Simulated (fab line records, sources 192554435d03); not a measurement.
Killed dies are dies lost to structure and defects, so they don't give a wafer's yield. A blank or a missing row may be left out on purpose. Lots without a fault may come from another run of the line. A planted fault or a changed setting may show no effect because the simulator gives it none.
Chamber matching | flow n5_finfet | N5_BEOL_M4_ETCH_63 on rie_diel-06: 4 sister chambers
The step etches SiARC in CF4, target depth 15.6 nm, time 26 s. 4 wafers are shown with their chamber, then 7 later ones without.

WAFERS WITH THEIR CHAMBER
wafer  | chamber | drypump_motor_current_A (A)
L965.3 | 3       | 5.4
L969.1 | 0       | 5.6
L969.5 | 1       | 4.8
L973.5 | 2       | 6.6

WAFERS WITHOUT THEIR CHAMBER
wafer  | drypump_motor_current_A (A)
L973.6 | 5.5
L975.1 | 5.4
L975.2 | 5.6
L975.5 | 5.5
L976.2 | 5.6
L976.3 | 4.9
L976.5 | 6.7

WHICH CHAMBER EACH WENT THROUGH
wafer  | from the rows above     | in truth
L973.6 | can't be placed: 0 or 3 | 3
L975.1 | 3                       | 3
L975.2 | 0                       | 0
L975.5 | can't be placed: 0 or 3 | 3
L976.2 | 0                       | 0
L976.3 | 1                       | 1
L976.5 | 2                       | 2
Placed correctly: 5 of 7. Can't be placed from these rows: 2 (the true chamber is among the candidates in 2). Placed wrongly: 0.
How it was worked out, from the rows above alone: a wafer's distance from a chamber is the root of the sum, over the readings, of the square of ((its reading less the chamber's mean) divided by the reading's scatter). The wafer belongs to the nearest chamber; if the next one is less than 2 further off, it can't be placed. A chamber's mean is the mean of its shown wafers. The scatter: with one shown wafer a chamber, the root of the mean of the squares of how far each hidden wafer lies from its nearest shown one.
